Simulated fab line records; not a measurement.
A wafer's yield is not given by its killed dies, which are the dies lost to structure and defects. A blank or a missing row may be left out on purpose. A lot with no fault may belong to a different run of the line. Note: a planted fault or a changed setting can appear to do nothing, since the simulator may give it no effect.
fab line records	flow n5-finfet
[record] lots = 11	wafers = 33	last-day = 17
route steps=1938 shown BEOL_M15@1814 PASS1_DEP@1831 MIM_TOP@1838 PASSIVATION@1936
lots untouched by any fault: they come from a run of this same line in which no faults occurred
start-h: start of the lot's first displayed wafer, in hours after the record's first day	wait-h: hours from the lot's prior step to this one	" as in the row above	L1.1+2: a single row standing in for several wafers	- no value, or no start given	* or withheld: withheld	< > ~ a bound
route shown NAME@n: names a module that has steps shown in the file, with the first one's number in the route	usual: the fault-free wafers' mean and standard deviation	same: alike in all rows	chamber/n: place in a boat	sites: each site's reading	_std_site: standard deviation of those values	_edge_site: the outer-site mean with the inner-site mean subtracted	radius-mm: for every site, how far away it sits from the centre of the wafer	mask NAME#n: copy n	behind: tool/chamber where the wafer was last shaped	hold: cause of the lot's hold/its duration in hours/its outcome	device: whichever transistor did not switch (one of n, p or np)	end of line: at the end of the route, the tests of the same wafers	a step with no rows: only its recipe	killed: dies lost to structure and defects at the first sort, not the wafer's yield	map: a wafer's dies, x killed, . not, _ none there
set.NAME: the setting the step ran with; set.NAME@STEP: the setting that earlier step ran with	model.NAME: the simulator's own value behind a step, which no gauge read
a sample of lots followed through the steps of the route, with each step as a table and each wafer as a row
services: when a tool's chamber went out of use (start-h, in hours from the record's first day, below 0 if earlier), for how many hours, and the reason
[[steps]]
[step N5_BEOL_M15_ETCH_38]
[recipe] chemistry = CF4/N2	target = SiCN	target-depth-a = 1064	taper-deg = 2	time-s = 120.5	ion-energy-ev = 150	mask-material = SiO2	pressure-mtorr = 40	source-w = 430	bias-w = 70	Ar_flow_sccm = 100	cf4-flow-sccm = 60	n2-flow-sccm = 60
[usual] drypump-motor-current-A = 5.7/0.65	oes-product-au = 0.80/0.093	rf-vpp-V = 382.0/2.2	showerhead-plenum-p-Torr = 2.19/0.086	throttle-valve-pct = 15.40/0.21
lot.wafer	tool	chamber	start-h	wait-h	drypump-motor-current-A	oes-product-au	rf-hours-counter-h	rf-vpp-V	showerhead-plenum-p-Torr	throttle-valve-pct
L302.2	rie-diel-03	0	-	-	5.3	0.68	252	383.5	2.26	15.48
L302.5	"	1	"	"	5.4	0.72	-	383.2	2.27	15.36
L302.6	"	3	"	"	5.2	0.75	-	377.3	2.04	15.33
L304.2	rie-diel-01	3	-	-	4.9	0.91	23	383.1	2.26	15.10
L304.4	"	0	"	"	6.0	0.96	14	384.4	2.25	15.24
L304.6	"	0	"	"	6.0	0.97	-	382.2	2.25	15.23
L308.1	rie-diel-01	3	-	-	4.9	0.90	30	383.2	2.26	15.09
L308.3	"	1	"	"	5.8	0.87	68	384.7	2.32	15.27
L308.6	"	3	"	"	4.9	0.90	-	383.7	2.26	15.10
L309.1	rie-diel-01	2	-	-	6.3	0.72	213	385.5	2.27	15.82
L309.4	"	3	"	"	4.9	0.89	33	384.2	2.26	15.10
L309.6	"	3	"	"	4.9	0.89	-	382.5	2.26	15.10
L310.1	rie-diel-03	0	-	-	5.4	0.98	7	382.6	2.25	15.00
L310.4	"	2	"	"	5.1	0.72	-	384.1	2.28	15.42
L310.6	"	3	"	"	5.2	0.74	-	378.0	2.04	15.37
L312.3	rie-diel-01	3	-	-	4.8	0.90	36	383.8	2.25	15.11
L312.5	"	1	"	"	5.8	0.85	-	384.8	2.32	15.26
L312.6	"	2	"	"	6.3	0.72	-	383.4	2.27	15.84
L313.2	rie-diel-05	3	-	-	6.8	0.75	185	380.3	2.11	15.56
L313.4	"	0	"	"	4.7	0.82	78	380.4	2.14	15.28
L313.6	"	0	"	"	4.7	0.82	-	380.5	2.14	15.29
L317.2	rie-diel-05	1	-	-	6.0	0.87	43	380.9	2.16	15.36
L317.3	"	3	"	"	6.8	0.73	197	381.5	2.11	15.59
L317.6	"	0	"	"	4.7	0.81	-	380.3	2.14	15.31
L320.1	rie-diel-01	2	-	-	6.4	0.70	234	384.3	2.26	15.87
L320.4	"	1	"	"	5.8	0.82	91	384.4	2.31	15.31
L320.6	"	1	"	"	5.8	0.83	-	385.8	2.31	15.32
L324.2	rie-diel-01	2	-	-	6.3	0.70	242	383.2	2.26	15.88
L324.3	"	0	"	"	6.0	0.89	53	384.1	2.24	15.31
L324.6	"	0	"	"	6.0	0.90	-	382.4	2.24	15.32
L325.1	rie-diel-05	0	-	-	4.7	0.80	101	382.2	2.14	15.33
L325.4	"	2	"	"	6.2	0.67	238	378.9	2.09	15.70
L325.5	"	2	"	"	6.2	0.66	-	379.7	2.09	15.69
[step N5_BEOL_M15_SPUTTER_45]
[recipe] material = Cu	target-thk-a = 1000	temp-c = -20	bias-v = 60	power-w = 26000	chamber-pressure-pa = 0.13	time-s = 16.67
[usual] chuck-gas-flow-sccm = 1.26/0.057	throttle-valve-pct = 29.7/1.3
lot.wafer	tool	chamber	start-h	wait-h	chuck-gas-flow-sccm	throttle-valve-pct
L302.2	pvd-sputter-02	-	259.36	0.0	1.22	29.6
L302.5	"	-	"	"	1.20	27.9
L302.6	"	-	"	"	1.20	29.8
L304.2	pvd-sputter-02	-	264.16	0.0	1.28	29.5
L304.4	"	-	"	"	1.14	29.8
L304.6	"	-	"	"	1.27	28.0
L308.1	pvd-sputter-03	-	287.93	0.0	1.27	29.9
L308.3	"	-	"	"	1.17	28.2
L308.6	"	-	"	"	1.28	31.5
L309.1	pvd-sputter-02	-	293.38	0.0	1.20	29.3
L309.4	"	-	"	"	1.27	29.6
L309.6	"	-	"	"	1.29	29.5
L310.1	pvd-sputter-01	-	298.73	0.0	1.27	31.2
L310.4	"	-	"	"	1.22	28.9
L310.6	"	-	"	"	1.18	29.2
L312.3	pvd-sputter-02	-	303.44	0.0	1.32	29.1
L312.5	"	-	"	"	1.18	29.6
L312.6	"	-	"	"	1.32	29.2
L313.2	pvd-sputter-02	-	308.44	0.0	1.27	29.6
L313.4	"	-	"	"	1.29	29.3
L313.6	"	-	"	"	1.26	30.0
L317.2	pvd-sputter-02	-	347.08	0.0	1.27	29.7
L317.3	"	-	"	"	1.34	29.6
L317.6	"	-	"	"	1.29	29.7
L320.1	pvd-sputter-02	-	360.10	0.0	1.27	29.7
L320.4	"	-	"	"	1.27	29.4
L320.6	"	-	"	"	1.25	29.4
L324.2	pvd-sputter-02	-	387.20	0.0	1.21	29.7
L324.3	"	-	"	"	1.25	27.7
L324.6	"	-	"	"	1.24	27.9
L325.1	pvd-sputter-03	-	387.74	0.0	1.32	31.4
L325.4	"	-	"	"	1.20	29.8
L325.5	"	-	"	"	1.25	29.9
[step N5_PASSIVATION_PECVD_00]
[recipe] material = SiO2	target-thk-a = 2000	temp-c = 400	precursor = SiH4/N2O	pressure-torr = 2.7	rf-w = 608	time-s = 11.2
[usual] chamber-pressure-Torr = 2.700/0.0061	heater-power-outer-w = 387/63	heater-power-w = 682/110	showerhead-plenum-p-Torr = 8.13/0.11	throttle-valve-pct = 52.6/2.6
lot.wafer	tool	chamber	start-h	wait-h	chamber-pressure-Torr	heater-power-outer-w	heater-power-w	showerhead-plenum-p-Torr	throttle-valve-pct
L302.2	pecvd-02	2	262.23	0.7	2.703	376	667	8.02	46.5
L302.5	"	1	"	"	2.701	393	705	8.03	55.2
L302.6	"	0	"	"	2.704	300	526	8.07	55.1
L304.2	pecvd-03	2	266.55	0.7	2.697	460	747	8.10	50.2
L304.4	"	1	"	"	2.697	354	579	8.31	53.0
L304.6	"	2	"	"	2.699	454	770	8.11	50.3
L308.1	pecvd-01	1	290.03	0.8	2.694	490	837	8.14	54.4
L308.3	"	0	"	"	2.697	395	768	8.16	54.7
L308.6	"	2	"	"	2.696	403	694	8.01	49.7
L309.1	pecvd-01	2	295.49	0.8	2.706	300	549	8.00	49.8
L309.4	"	2	"	"	2.698	307	573	8.03	49.8
L309.6	"	1	"	"	2.701	500	851	8.15	54.6
L310.1	pecvd-01	0	301.10	0.8	2.701	390	775	8.15	54.5
L310.4	"	2	"	"	2.699	379	645	8.01	49.9
L310.6	"	0	"	"	2.702	400	764	8.14	54.7
L312.3	pecvd-01	1	305.62	0.5	2.697	500	857	8.15	54.8
L312.5	"	2	"	"	2.704	378	653	8.01	49.9
L312.6	"	1	"	"	2.700	515	865	8.12	54.6
L313.2	pecvd-01	1	310.88	0.7	2.707	533	883	8.15	54.6
L313.4	"	2	"	"	2.702	376	665	8.02	50.1
L313.6	"	1	"	"	2.705	401	706	8.16	54.9
L317.2	pecvd-01	1	349.17	0.7	-	-	-	-	-
L317.3	"	0	"	"	-	-	-	-	-
L317.6	"	1	"	"	-	-	-	-	-
L320.1	pecvd-01	1	362.37	0.8	-	-	-	-	-
L320.4	"	0	"	"	-	-	-	-	-
L320.6	"	1	"	"	-	-	-	-	-
L324.2	pecvd-01	2	389.36	0.7	2.701	381	652	8.00	50.4
L324.3	"	1	"	"	2.706	504	864	8.15	54.6
L324.6	"	2	"	"	2.693	377	669	8.03	50.2
L325.1	pecvd-01	2	389.90	0.8	2.702	318	576	7.99	50.2
L325.4	"	0	"	"	2.698	375	735	8.14	54.9
L325.5	"	1	"	"	2.708	433	755	8.15	54.6
[step N5_MIM_TOP_SPUTTER_03]
[recipe] material = TiN	target-thk-a = 350	temp-c = 200	power-w = 3000	chamber-pressure-pa = 0.49996	gas = Ar	reactive-partial-pa = 0.37997	time-s = 89.7
[usual] throttle-valve-pct = 29.9/1.4
lot.wafer	tool	chamber	start-h	wait-h	throttle-valve-pct
L302.2	pvd-sputter-01	-	264.41	0.0	30.1
L302.5	"	-	"	"	29.2
L302.6	"	-	"	"	30.6
L304.2	pvd-sputter-03	-	269.57	0.0	32.3
L304.4	"	-	"	"	29.7
L304.6	"	-	"	"	29.8
L308.1	pvd-sputter-01	-	292.44	0.0	29.2
L308.3	"	-	"	"	30.3
L308.6	"	-	"	"	29.2
L309.1	pvd-sputter-01	-	297.93	0.0	31.3
L309.4	"	-	"	"	29.4
L309.6	"	-	"	"	31.1
L310.1	pvd-sputter-03	-	303.26	0.0	31.8
L310.4	"	-	"	"	32.2
L310.6	"	-	"	"	32.1
L312.3	pvd-sputter-03	-	307.86	0.0	31.4
L312.5	"	-	"	"	27.9
L312.6	"	-	"	"	32.3
L313.2	pvd-sputter-01	-	313.17	0.0	31.1
L313.4	"	-	"	"	30.2
L313.6	"	-	"	"	30.4
L317.2	pvd-sputter-03	-	351.35	0.0	32.3
L317.3	"	-	"	"	27.8
L317.6	"	-	"	"	28.0
L320.1	pvd-sputter-01	-	363.67	0.0	30.4
L320.4	"	-	"	"	30.9
L320.6	"	-	"	"	30.4
L324.2	pvd-sputter-02	-	393.69	0.0	29.7
L324.3	"	-	"	"	29.5
L324.6	"	-	"	"	29.6
L325.1	pvd-sputter-02	-	393.81	0.0	29.6
L325.4	"	-	"	"	29.8
L325.5	"	-	"	"	29.6
[step N5_PASSIVATION_PROBE_49]
[usual] defect-limited-yield = 91.1/1.3	killed_at_M0_to_M3 = 36/10	killed_at_M4_up = 14/4.4	killed-at-contacts = 14/5.7	killed-at-front-end = 39/9.4	killed-at-other = 2.9/2.6	killed-dies = 105/15	killed-open = 70/12	killed-short = 34/7.1	sort_bin_5_function = 5.3/0.77	sort_bin_6_memory = 3.3/0.66	sort-n-pass = 1075/15	sort-yield-pct = 91.1/1.3
[same] gross-dies = 1180	killed-at-back-side = 0	sort_bin_4_leakage[%] = 0	sort_bin_8_speed[%] = 0
lot.wafer	tool	chamber	start-h	wait-h	defect-limited-yield[%]	killed_at_M0_to_M3	killed_at_M4_up	killed-at-contacts	killed-at-front-end	killed-at-other	killed-dies	killed-open	killed-short	sort_bin_5_function[%]	sort_bin_6_memory[%]	sort-n-pass	sort-yield-pct[%]
L320.4	prober-01	-	373.58	0.2	89.7	44	17	10	50	1	122	81	39	5.2	4.5	1058	89.7
// killed by level:class
L320.4 STI_FIN_REVEAL:geometric-particle:open=24 BEOL_M0_SAQP:geometric-particle:short=15 BEOL_M0_SAQP:geometric-particle:open=10 BEOL_M2:geometric-particle:open=9 GATE_CUT:geometric-particle:short=7 MOL_CONTACT_COAG:geometric-particle:open=7 BEOL_M4:geometric-particle:open=7 BEOL_M1:geometric-particle:open=6
[[services]]
tool	chamber	start-h	hours	kind
rie-diel-01	2	247.19	13.3	repair
rie-diel-03	2	251.67	11.3	repair
pecvd-02	2	256.98	2.1	scheduled-down
rie-diel-03	0	263.00	-	clean
rie-diel-03	0	263.00	-	consumable-replace:focus-ring
rie-diel-03	0	263.00	18.7	scheduled-down
rie-diel-03	0	263.00	18.7	vent-cycle
pecvd-03	0	267.79	5.5	scheduled-down
pecvd-01	1	271.54	5.0	scheduled-down
rie-diel-01	2	276.08	10.4	repair
rie-diel-03	1	291.76	7.9	repair
pecvd-03	0	343.85	2.1	scheduled-down
pvd-sputter-01	-	347.55	1.5	repair
pecvd-02	2	363.18	5.5	scheduled-down
rie-diel-03	2	364.20	1.3	repair
pecvd-03	2	368.75	5.5	scheduled-down
rie-diel-03	0	374.44	14.3	repair
pecvd-03	1	383.62	-	clean
pecvd-03	1	383.62	-	consumable-replace:showerhead
rie-diel-03	2	387.99	4.9	repair
[[key]]
[first-sign] step = N5_PASSIVATION_PECVD_00	reading = tool-record	direction = missing
effect none on later readings
met-at N5_PASSIVATION_PECVD_00
struck-lots L317,L320
not-acting-at N5_BEOL_M15_ETCH_38,N5_BEOL_M15_SPUTTER_45,N5_MIM_TOP_SPUTTER_03
onset-between 310.88 349.17
[fault] kind = skipped-step-whole	tool = pecvd-01	chamber = -	onset-h = 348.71	steps = N5_PASSIVATION_PECVD_00	scope = struck-lots-only
